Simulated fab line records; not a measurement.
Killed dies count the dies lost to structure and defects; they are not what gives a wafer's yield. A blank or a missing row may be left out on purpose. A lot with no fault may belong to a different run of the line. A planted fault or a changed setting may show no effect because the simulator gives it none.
fab line records	flow n5-finfet
record: lots: 24	wafers: 72	last-day: 18
route steps=1938 shown BEOL_M13@1713 BEOL_M14@1733 BEOL_M15@1785
lots with no fault: from the same line, run without faults
start-h: the number of hours between the record's first day and the start of the first shown wafer of the lot	wait-h: hours elapsed since this lot's preceding step	" unchanged from the row above	L1.1+2: a row that stands for several wafers	- no value, or no start given	* or withheld: withheld	< > ~ a bound
route shown NAME@n: a module of which the file shows steps, and the number in the route of the first	usual: mean/standard deviation of fault-free wafers	same: alike in all rows	chamber/n: place in a boat	sites: the reading at each site	_std_site: the values' standard deviation	_edge_site: inner sites' mean taken away from outer sites' mean	radius-mm: how far each site lies from the wafer's centre	mask NAME#n: copy n	behind: tool/chamber where the wafer was last shaped	hold: reason for holding the lot/hours on hold/outcome of the hold	device: whichever transistor did not switch (one of n, p or np)	end of line: at the end of the route, the tests of the same wafers	for a step that has no rows: nothing shown but its recipe	killed: count of dies lost to structure and defects at first sort (not the wafer's yield)	map: the dies of a wafer, with x for killed, . for not killed, _ for no die there
set.NAME: the setting the step ran with; set.NAME@STEP: the setting that earlier step ran with	model.NAME: the simulator's own value behind a step, which no gauge read
route steps across a sampled set of lots; one table per step, one row per wafer
services: a tool's chamber out of use, with start hour (start-h, from the record's first day; less than 0 if before it), hours out, and reason
== steps ==
step: N5_BEOL_M13_DEP_53
recipe: material: SiCN	target-thk-a: 500	temp-c: withheld	precursor: 3MS/NH3	pressure-torr: 3	rf-w: 675	time-s: 17.8
usual: showerhead-plenum-p-Torr: 4.153/0.019	throttle-valve-pct: 18.3/1.3
lot.wafer	tool	chamber	start-h	wait-h	showerhead-plenum-p-Torr	throttle-valve-pct
L074.1	pecvd-04	1	258.13	0.0	4.154	17.3
L074.3	"	0	"	"	4.164	19.0
L074.6	"	0	"	"	4.152	19.0
L075.1	pecvd-04	1	265.48	0.0	4.146	17.7
L075.3	"	0	"	"	4.156	19.1
L075.4	"	0	"	"	4.142	18.8
L076.1	pecvd-04	0	270.59	0.0	4.157	18.9
L076.3	"	2	"	"	4.157	16.9
L076.6	"	1	"	"	4.143	17.8
L079.1	pecvd-01	2	274.31	0.0	4.190	18.1
L079.3	"	0	"	"	4.131	18.0
L079.4	"	1	"	"	4.135	21.1
L078.2	pecvd-01	0	274.76	0.0	4.120	17.8
L078.4	"	1	"	"	4.125	21.1
L078.5	"	0	"	"	4.126	17.7
L077.1	pecvd-02	0	280.73	0.0	4.163	18.6
L077.3	"	2	"	"	4.147	17.8
L077.6	"	1	"	"	4.158	17.0
L080.2	pecvd-04	0	295.45	0.0	4.160	18.9
L080.4	"	0	"	"	4.155	19.0
L080.5	"	0	"	"	4.145	19.1
L083.1	pecvd-01	0	298.81	0.0	4.134	17.8
L083.5	"	2	"	"	4.200	18.2
L083.6	"	0	"	"	4.134	17.5
L081.1	pecvd-02	0	305.55	0.0	4.172	18.8
L081.4	"	2	"	"	4.173	17.7
L081.5	"	0	"	"	4.163	18.8
L082.1	pecvd-02	0	305.82	0.0	4.161	18.3
L082.3	"	1	"	"	4.161	16.8
L082.5	"	2	"	"	4.161	17.7
L084.2	pecvd-02	0	309.45	0.0	4.154	18.5
L084.3	"	2	"	"	4.167	17.5
L084.5	"	1	"	"	4.165	17.0
L085.3	pecvd-04	1	318.59	0.0	4.144	17.7
L085.5	"	2	"	"	4.152	16.7
L085.6	"	0	"	"	4.162	19.0
L087.2	pecvd-01	0	338.76	0.0	4.136	17.6
L087.3	"	0	"	"	4.120	17.9
L087.5	"	1	"	"	4.124	21.2
L086.1	pecvd-04	1	339.47	0.0	4.143	17.6
L086.3	"	2	"	"	4.150	16.9
L086.4	"	1	"	"	4.158	17.8
L089.1	pecvd-02	0	345.73	0.0	4.167	18.4
L089.5	"	2	"	"	4.170	18.1
L089.6	"	1	"	"	4.149	16.8
L088.1	pecvd-01	0	355.24	0.0	4.132	18.0
L088.4	"	1	"	"	4.123	21.3
L088.5	"	0	"	"	4.138	17.6
L091.3	pecvd-04	2	355.79	0.0	4.138	16.9
L091.4	"	0	"	"	4.180	18.9
L091.6	"	0	"	"	4.160	19.0
L090.1	pecvd-04	2	356.00	0.0	4.152	16.8
L090.3	"	0	"	"	4.157	19.0
L090.5	"	2	"	"	4.140	16.7
L093.3	pecvd-04	1	362.73	0.0	4.147	17.6
L093.4	"	0	"	"	4.159	19.0
L093.6	"	2	"	"	4.145	16.6
L092.3	pecvd-04	0	376.15	0.0	4.159	19.0
L092.4	"	0	"	"	4.155	19.1
L092.6	"	1	"	"	4.153	17.4
L094.1	pecvd-01	1	386.04	0.0	4.131	20.9
L094.5	"	2	"	"	4.193	18.5
L094.6	"	1	"	"	4.131	21.1
L095.2	pecvd-01	1	390.68	0.0	4.125	21.2
L095.4	"	0	"	"	4.129	18.0
L095.6	"	1	"	"	4.131	21.2
L096.1	pecvd-04	2	392.89	0.0	4.157	16.9
L096.5	"	0	"	"	4.163	18.9
L096.6	"	2	"	"	4.153	17.0
L097.1	pecvd-01	2	400.19	0.0	4.206	18.5
L097.2	"	1	"	"	4.127	21.1
L097.3	"	0	"	"	4.143	17.8
step: N5_BEOL_M14_STRIP_64
recipe: chemistry: O2	power-w: 600	temp-c: 60	pressure-mtorr: 30	rf-frequency-hz: 6e+07	bias-power-w: 0	overash-fraction: 0.3	o2-flow-sccm: 225
usual: drypump-motor-current-A: 5.7/0.51	o2-flow-sccm: 225.0/0.67	oes-product-au: 0.82/0.087	rf-vpp-V: 3.6/0.5	showerhead-plenum-p-Torr: 2.13/0.066	throttle-valve-pct: 16.60/0.26
lot.wafer	tool	chamber	start-h	wait-h	drypump-motor-current-A	o2-flow-sccm	oes-product-au	rf-hours-counter-h	rf-vpp-V	showerhead-plenum-p-Torr	throttle-valve-pct
L074.1	rie-diel-01	1	-	-	5.8	225.0	0.96	13	3.1	2.23	16.15
L074.3	"	0	"	"	6.3	224.2	0.74	148	3.9	2.18	16.59
L074.6	"	2	"	"	5.1	225.2	0.81	-	3.4	2.18	16.37
L075.1	rie-diel-01	1	-	-	5.8	225.0	0.94	16	3.5	2.23	16.16
L075.3	"	3	"	"	6.6	224.1	0.89	24	3.3	2.14	16.40
L075.4	"	0	"	"	6.4	224.3	0.74	152	3.5	2.18	16.61
L076.1	rie-diel-01	2	-	-	5.2	225.1	0.80	94	4.3	2.18	16.40
L076.3	"	3	"	"	6.6	225.2	0.88	25	3.3	2.14	16.39
L076.6	"	1	"	"	5.8	225.9	0.95	-	4.0	2.23	16.18
L079.1	rie-diel-03	1	-	-	5.4	225.5	0.69	219	3.2	2.16	16.82
L079.3	"	3	"	"	6.0	224.8	0.77	136	4.0	2.03	16.85
L079.4	"	0	"	"	5.2	225.7	0.83	67	4.1	2.11	16.40
L078.2	rie-diel-03	2	-	-	5.0	224.0	0.79	111	2.9	2.13	17.01
L078.4	"	0	"	"	5.2	226.1	0.84	67	4.2	2.11	16.38
L078.5	"	1	"	"	5.5	225.3	0.69	-	2.7	2.16	16.82
L077.1	rie-diel-03	2	-	-	5.0	224.3	0.78	113	3.6	2.13	17.00
L077.3	"	3	"	"	6.0	225.4	0.77	138	4.5	2.03	16.86
L077.6	"	0	"	"	5.2	225.6	0.83	-	3.5	2.11	16.38
L080.2	rie-diel-03	0	-	-	5.2	224.8	0.84	74	3.7	2.11	16.39
L080.4	"	2	"	"	5.0	224.8	0.79	118	4.2	2.13	17.01
L080.5	"	2	"	"	5.0	225.5	0.79	-	2.6	2.12	17.04
L083.1	rie-diel-03	1	-	-	5.5	224.6	0.67	228	3.1	2.16	16.81
L083.5	"	0	"	"	5.2	225.1	0.83	-	3.8	2.11	16.41
L083.6	"	3	"	"	6.0	226.5	0.77	-	3.4	2.03	16.88
L081.1	rie-diel-03	1	-	-	5.5	225.9	0.68	232	3.5	2.15	16.83
L081.4	"	1	"	"	5.5	225.8	0.67	-	4.3	2.15	16.83
L081.5	"	2	"	"	5.0	224.5	0.77	-	3.6	2.12	17.04
L082.1	rie-diel-06	1	-	-	6.6	225.6	0.69	247	4.3	2.17	16.89
L082.3	"	3	"	"	5.4	225.0	0.86	39	3.8	2.25	16.64
L082.5	"	3	"	"	5.4	224.5	0.86	-	2.8	2.24	16.64
L084.2	rie-diel-06	3	-	-	5.4	224.5	0.86	40	3.6	2.24	16.64
L084.3	"	0	"	"	5.7	225.3	0.97	4	4.4	2.16	16.34
L084.5	"	3	"	"	5.4	225.6	0.87	-	3.1	2.24	16.65
L085.3	rie-diel-03	1	-	-	5.5	224.8	0.68	237	2.8	2.15	16.85
L085.5	"	3	"	"	5.9	226.3	0.76	-	4.0	2.03	16.89
L085.6	"	2	"	"	5.0	224.8	0.77	-	3.5	2.12	17.02
L087.2	rie-diel-06	3	-	-	5.4	225.1	0.85	52	3.8	2.24	16.66
L087.3	"	0	"	"	5.7	225.3	0.94	15	3.7	2.15	16.36
L087.5	"	3	"	"	5.4	224.8	0.86	-	3.6	2.24	16.68
L086.1	rie-diel-06	0	-	-	5.7	225.2	0.94	15	4.2	2.15	16.36
L086.3	"	3	"	"	5.4	224.7	0.85	52	4.4	2.24	16.67
L086.4	"	1	"	"	6.6	223.8	1.01	2	3.3	2.17	16.47
L089.1	rie-diel-03	1	-	-	5.5	224.4	0.68	244	3.3	2.15	16.86
L089.5	"	3	"	"	5.9	225.4	0.76	-	4.3	2.02	16.91
L089.6	"	0	"	"	5.2	225.2	0.82	-	3.2	2.10	16.42
L088.1	rie-diel-03	1	-	-	5.5	225.3	0.66	247	3.3	2.15	16.86
L088.4	"	0	"	"	5.2	225.5	0.81	93	2.8	2.10	16.45
L088.5	"	2	"	"	5.0	225.6	0.77	-	4.1	2.12	17.06
L091.3	rie-diel-01	3	-	-	6.5	224.3	0.84	57	4.2	2.13	16.47
L091.4	"	0	"	"	6.3	224.8	0.72	184	3.5	2.17	16.67
L091.6	"	3	"	"	6.5	223.5	0.84	-	4.6	2.13	16.47
L090.1	rie-diel-06	3	-	-	5.4	223.9	0.85	58	3.9	2.24	16.67
L090.3	"	1	"	"	6.6	225.7	0.99	7	4.0	2.16	16.48
L090.5	"	2	"	"	6.3	224.1	0.90	-	3.7	2.03	16.30
L093.3	rie-diel-06	2	-	-	6.3	225.1	0.90	49	4.4	2.03	16.30
L093.4	"	0	"	"	5.7	224.4	0.91	23	3.8	2.15	16.38
L093.6	"	1	"	"	6.6	224.5	0.97	-	4.1	2.16	16.47
L092.3	rie-diel-06	1	-	-	6.6	224.1	0.96	14	2.9	2.16	16.49
L092.4	"	3	"	"	5.4	224.8	0.84	66	4.4	2.23	16.70
L092.6	"	2	"	"	6.3	225.1	0.89	-	3.7	2.03	16.30
L094.1	rie-diel-06	3	-	-	5.4	225.1	0.83	70	3.0	2.23	16.68
L094.5	"	3	"	"	5.4	226.5	0.83	-	4.5	2.23	16.71
L094.6	"	2	"	"	6.3	224.1	0.89	-	3.6	2.03	16.32
L095.2	rie-diel-03	1	-	-	5.5	223.6	0.95	5	3.3	2.15	16.38
L095.4	"	0	"	"	5.2	226.0	0.79	108	3.9	2.09	16.46
L095.6	"	1	"	"	5.4	223.8	0.96	-	3.3	2.15	16.37
L096.1	rie-diel-01	0	-	-	6.3	225.1	0.71	197	4.1	2.17	16.68
L096.5	"	2	"	"	5.3	225.6	0.75	-	3.3	2.17	16.48
L096.6	"	1	"	"	5.7	225.2	0.88	-	2.6	2.21	16.24
L097.1	rie-diel-03	2	-	-	5.0	225.2	0.74	158	4.3	2.11	17.10
L097.2	"	0	"	"	5.2	225.6	0.80	110	3.5	2.09	16.47
L097.3	"	1	"	"	5.5	224.4	0.95	8	4.5	2.15	16.37
step: N5_BEOL_M14_INSPECT_30
recipe: mode: adi	inspect-instrument: macro
usual: raw-defect-count: 2.0/1.2
lot.wafer	tool	chamber	start-h	wait-h	raw-defect-count
L074.1	defect-inspect-02	-	259.91	0.0	1
L074.3	"	-	"	"	2
L074.6	"	-	"	"	3
L075.1	defect-inspect-02	-	267.01	0.0	2
L075.3	"	-	"	"	0
L075.4	"	-	"	"	3
L076.1	defect-inspect-01	-	272.37	0.0	2
L076.3	"	-	"	"	2
L076.6	"	-	"	"	3
L079.1	defect-inspect-01	-	275.97	0.0	3
L079.3	"	-	"	"	0
L079.4	"	-	"	"	3
L078.2	defect-inspect-01	-	276.62	0.0	1
L078.4	"	-	"	"	3
L078.5	"	-	"	"	0
L077.1	defect-inspect-02	-	282.51	0.0	1
L077.3	"	-	"	"	1
L077.6	"	-	"	"	1
L080.2	defect-inspect-01	-	297.12	0.0	2
L080.4	"	-	"	"	4
L080.5	"	-	"	"	2
L083.1	defect-inspect-02	-	300.42	0.0	2
L083.5	"	-	"	"	1
L083.6	"	-	"	"	3
L081.1	defect-inspect-01	-	307.33	0.0	2
L081.4	"	-	"	"	2
L081.5	"	-	"	"	2
L082.1	defect-inspect-02	-	307.49	0.0	1
L082.3	"	-	"	"	0
L082.5	"	-	"	"	1
L084.2	defect-inspect-01	-	311.11	0.0	4
L084.3	"	-	"	"	1
L084.5	"	-	"	"	3
L085.3	defect-inspect-01	-	320.25	0.0	0
L085.5	"	-	"	"	1
L085.6	"	-	"	"	1
L087.2	defect-inspect-01	-	340.51	0.0	1
L087.3	"	-	"	"	1
L087.5	"	-	"	"	1
L086.1	defect-inspect-01	-	341.22	0.0	5
L086.3	"	-	"	"	1
L086.4	"	-	"	"	3
L089.1	defect-inspect-02	-	347.38	0.0	4
L089.5	"	-	"	"	4
L089.6	"	-	"	"	2
L088.1	defect-inspect-02	-	357.04	0.0	4
L088.4	"	-	"	"	1
L088.5	"	-	"	"	3
L091.3	defect-inspect-01	-	357.44	0.0	4
L091.4	"	-	"	"	3
L091.6	"	-	"	"	2
L090.1	defect-inspect-01	-	357.87	0.0	1
L090.3	"	-	"	"	3
L090.5	"	-	"	"	1
L093.3	defect-inspect-01	-	364.51	0.0	3
L093.4	"	-	"	"	1
L093.6	"	-	"	"	0
L092.3	defect-inspect-02	-	377.81	0.0	4
L092.4	"	-	"	"	4
L092.6	"	-	"	"	1
L094.1	defect-inspect-01	-	388.03	0.0	1
L094.5	"	-	"	"	4
L094.6	"	-	"	"	2
L095.2	defect-inspect-01	-	392.33	0.0	1
L095.4	"	-	"	"	3
L095.6	"	-	"	"	1
L096.1	defect-inspect-02	-	394.87	0.0	2
L096.5	"	-	"	"	1
L096.6	"	-	"	"	4
L097.1	defect-inspect-01	-	401.96	0.0	4
L097.2	"	-	"	"	3
L097.3	"	-	"	"	2
step: N5_BEOL_M14_OCD_MEAS_35
usual: trench-depth-nm: 562/15
lot.wafer	tool	chamber	start-h	wait-h	trench-depth-nm
L074.1	ocd-02	-	260.56	0.0	567
L074.3	"	-	"	"	552
L074.6	"	-	"	"	543
L075.1	ocd-02	-	268.03	0.0	573
L075.3	"	-	"	"	580
L075.4	"	-	"	"	575
L076.1	ocd-01	-	273.31	0.0	544
L076.3	"	-	"	"	548
L076.6	"	-	"	"	552
L079.1	ocd-02	-	276.61	0.0	583
L079.3	"	-	"	"	584
L079.4	"	-	"	"	589
L078.2	ocd-01	-	277.29	0.0	570
L078.4	"	-	"	"	580
L078.5	"	-	"	"	569
L077.1	ocd-01	-	283.22	0.0	581
L077.3	"	-	"	"	546
L077.6	"	-	"	"	571
L080.2	ocd-02	-	297.91	0.0	582
L080.4	"	-	"	"	583
L080.5	"	-	"	"	549
L083.1	ocd-01	-	301.16	0.0	544
L083.5	"	-	"	"	540
L083.6	"	-	"	"	571
L081.1	ocd-01	-	308.30	0.0	568
L081.4	"	-	"	"	569
L081.5	"	-	"	"	571
L082.1	ocd-01	-	308.47	0.0	541
L082.3	"	-	"	"	553
L082.5	"	-	"	"	569
L084.2	ocd-02	-	311.93	0.0	574
L084.3	"	-	"	"	577
L084.5	"	-	"	"	541
L085.3	ocd-01	-	320.90	0.0	539
L085.5	"	-	"	"	536
L085.6	"	-	"	"	569
L087.2	ocd-02	-	341.15	0.0	574
L087.3	"	-	"	"	574
L087.5	"	-	"	"	571
L086.1	ocd-02	-	341.88	0.0	575
L086.3	"	-	"	"	543
L086.4	"	-	"	"	580
L089.1	ocd-02	-	348.03	0.0	539
L089.5	"	-	"	"	565
L089.6	"	-	"	"	567
L088.1	ocd-01	-	357.88	0.0	545
L088.4	"	-	"	"	570
L088.5	"	-	"	"	541
L091.3	ocd-01	-	358.18	0.0	571
L091.4	"	-	"	"	572
L091.6	"	-	"	"	533
L090.1	ocd-01	-	358.54	0.0	567
L090.3	"	-	"	"	557
L090.5	"	-	"	"	560
L093.3	ocd-02	-	365.15	0.0	563
L093.4	"	-	"	"	543
L093.6	"	-	"	"	545
L092.3	ocd-02	-	378.46	0.0	542
L092.4	"	-	"	"	571
L092.6	"	-	"	"	535
L094.1	ocd-02	-	388.71	0.0	571
L094.5	"	-	"	"	568
L094.6	"	-	"	"	570
L095.2	ocd-02	-	392.98	0.0	581
L095.4	"	-	"	"	567
L095.6	"	-	"	"	577
L096.1	ocd-01	-	395.68	0.0	573
L096.5	"	-	"	"	546
L096.6	"	-	"	"	573
L097.1	ocd-01	-	402.60	0.0	572
L097.2	"	-	"	"	540
L097.3	"	-	"	"	536
step: N5_BEOL_M14_THK_MEAS_50
recipe: thk-meas-gauge: xrf	reads: Cu_of_BEOL_M14_ECD_47
usual: M14_THK: 546/15
lot.wafer	tool	chamber	start-h	wait-h	M14_THK[nm]
L074.1	film-metro-02	-	264.89	-	551
L074.3	"	-	"	"	534
L074.6	"	-	"	"	530
L075.1	film-metro-01	-	276.30	-	554
L075.3	"	-	"	"	563
L075.4	"	-	"	"	559
L076.1	film-metro-02	-	276.75	-	536
L076.3	"	-	"	"	540
L076.6	"	-	"	"	543
L079.1	film-metro-01	-	279.93	-	564
L079.3	"	-	"	"	566
L079.4	"	-	"	"	574
L078.2	film-metro-02	-	281.03	-	564
L078.4	"	-	"	"	573
L078.5	"	-	"	"	561
L077.1	film-metro-01	-	285.17	-	566
L077.3	"	-	"	"	531
L077.6	"	-	"	"	558
L080.2	film-metro-01	-	304.00	-	563
L080.4	"	-	"	"	565
L080.5	"	-	"	"	533
L083.1	film-metro-01	-	304.92	-	528
L083.5	"	-	"	"	524
L083.6	"	-	"	"	555
L081.1	film-metro-01	-	309.84	-	553
L081.4	"	-	"	"	555
L081.5	"	-	"	"	557
L082.1	film-metro-01	-	310.07	-	527
L082.3	"	-	"	"	538
L082.5	"	-	"	"	551
L084.2	film-metro-01	-	315.20	-	553
L084.3	"	-	"	"	553
L084.5	"	-	"	"	523
L085.3	film-metro-01	-	325.32	-	525
L085.5	"	-	"	"	516
L085.6	"	-	"	"	553
L087.2	film-metro-02	-	342.83	-	563
L087.3	"	-	"	"	560
L087.5	"	-	"	"	562
L086.1	film-metro-01	-	345.94	-	550
L086.3	"	-	"	"	523
L086.4	"	-	"	"	559
L089.1	film-metro-01	-	350.92	-	523
L089.5	"	-	"	"	543
L089.6	"	-	"	"	548
L088.1	film-metro-01	-	360.13	-	529
L088.4	"	-	"	"	547
L088.5	"	-	"	"	524
L091.3	film-metro-02	-	360.39	-	554
L091.4	"	-	"	"	558
L091.6	"	-	"	"	519
L090.1	film-metro-02	-	360.60	-	553
L090.3	"	-	"	"	544
L090.5	"	-	"	"	549
L093.3	film-metro-01	-	368.12	-	540
L093.4	"	-	"	"	527
L093.6	"	-	"	"	529
L092.3	film-metro-01	-	380.70	-	525
L092.4	"	-	"	"	551
L092.6	"	-	"	"	521
L094.1	film-metro-02	-	392.15	-	554
L094.5	"	-	"	"	549
L094.6	"	-	"	"	556
L095.2	film-metro-01	-	395.09	-	554
L095.4	"	-	"	"	543
L095.6	"	-	"	"	551
L096.1	film-metro-02	-	401.81	-	563
L096.5	"	-	"	"	536
L096.6	"	-	"	"	563
L097.1	film-metro-02	-	406.86	-	562
L097.2	"	-	"	"	529
L097.3	"	-	"	"	522
step: N5_BEOL_M15_INSPECT_12
recipe: mode: adi	inspect-instrument: macro
usual: raw-defect-count: 2.0/1.4
lot.wafer	tool	chamber	start-h	wait-h	raw-defect-count
L074.1	defect-inspect-02	-	265.80	0.0	2
L074.3	"	-	"	"	0
L074.6	"	-	"	"	2
L075.1	defect-inspect-02	-	277.33	0.0	2
L075.3	"	-	"	"	0
L075.4	"	-	"	"	0
L076.1	defect-inspect-01	-	277.55	0.0	2
L076.3	"	-	"	"	5
L076.6	"	-	"	"	2
L079.1	defect-inspect-01	-	280.72	0.0	4
L079.3	"	-	"	"	2
L079.4	"	-	"	"	1
L078.2	defect-inspect-01	-	281.95	0.0	1
L078.4	"	-	"	"	4
L078.5	"	-	"	"	4
L077.1	defect-inspect-02	-	285.97	0.0	4
L077.3	"	-	"	"	2
L077.6	"	-	"	"	4
L080.2	defect-inspect-01	-	304.93	0.0	1
L080.4	"	-	"	"	2
L080.5	"	-	"	"	3
L083.1	defect-inspect-01	-	305.72	0.0	1
L083.5	"	-	"	"	2
L083.6	"	-	"	"	2
L081.1	defect-inspect-01	-	310.76	0.0	3
L081.4	"	-	"	"	2
L081.5	"	-	"	"	4
L082.1	defect-inspect-02	-	310.99	0.0	4
L082.3	"	-	"	"	1
L082.5	"	-	"	"	4
L084.2	defect-inspect-01	-	316.00	0.0	1
L084.3	"	-	"	"	2
L084.5	"	-	"	"	2
L085.3	defect-inspect-02	-	326.26	0.0	3
L085.5	"	-	"	"	2
L085.6	"	-	"	"	1
L087.2	defect-inspect-02	-	343.87	0.0	3
L087.3	"	-	"	"	1
L087.5	"	-	"	"	0
L086.1	defect-inspect-02	-	346.98	0.0	3
L086.3	"	-	"	"	0
L086.4	"	-	"	"	1
L089.1	defect-inspect-01	-	351.72	0.0	4
L089.5	"	-	"	"	3
L089.6	"	-	"	"	2
L088.1	defect-inspect-01	-	361.05	0.0	2
L088.4	"	-	"	"	4
L088.5	"	-	"	"	5
L091.3	defect-inspect-02	-	361.31	0.0	0
L091.4	"	-	"	"	3
L091.6	"	-	"	"	2
L090.1	defect-inspect-02	-	361.40	0.0	4
L090.3	"	-	"	"	0
L090.5	"	-	"	"	2
L093.3	defect-inspect-02	-	368.95	0.0	2
L093.4	"	-	"	"	1
L093.6	"	-	"	"	0
L092.3	defect-inspect-01	-	381.53	0.0	3
L092.4	"	-	"	"	3
L092.6	"	-	"	"	3
L094.1	defect-inspect-02	-	392.95	0.0	1
L094.5	"	-	"	"	1
L094.6	"	-	"	"	4
L095.2	defect-inspect-01	-	396.12	0.0	2
L095.4	"	-	"	"	1
L095.6	"	-	"	"	2
L096.1	defect-inspect-01	-	402.74	0.0	0
L096.5	"	-	"	"	2
L096.6	"	-	"	"	2
L097.1	defect-inspect-02	-	407.86	0.0	2
L097.2	"	-	"	"	1
L097.3	"	-	"	"	1
== services ==
tool	chamber	start-h	hours	kind
pecvd-04	2	242.61	6.9	repair
rie-diel-06	3	251.02	9.4	repair
pecvd-01	-	255.82	1.6	repair
rie-diel-03	3	259.60	4.2	repair
rie-diel-06	0	263.94	4.2	repair
rie-diel-06	-	277.23	4.3	pm
rie-diel-01	0	287.50	1.8	repair
pecvd-04	2	289.93	9.3	repair
pecvd-02	-	292.26	5.5	pm
rie-diel-03	0	303.24	7.5	repair
rie-diel-06	2	309.91	2.8	repair
rie-diel-03	1	321.25	4.6	repair
pecvd-04	0	337.05	16.5	scheduled-down
pecvd-01	2	352.90	6.9	repair
pecvd-04	1	354.65	5.5	scheduled-down
rie-diel-03	1	363.70	-	clean
rie-diel-03	1	363.70	-	consumable-replace:focus-ring
rie-diel-03	1	363.70	16.3	scheduled-down
rie-diel-03	1	363.70	16.3	vent-cycle
pecvd-04	0	364.12	5.5	scheduled-down
rie-diel-01	-	373.96	1.1	repair
rie-diel-01	1	378.85	1.3	repair
pecvd-04	2	378.94	4.4	repair
pecvd-02	-	390.45	6.0	pm
== key ==
fault none
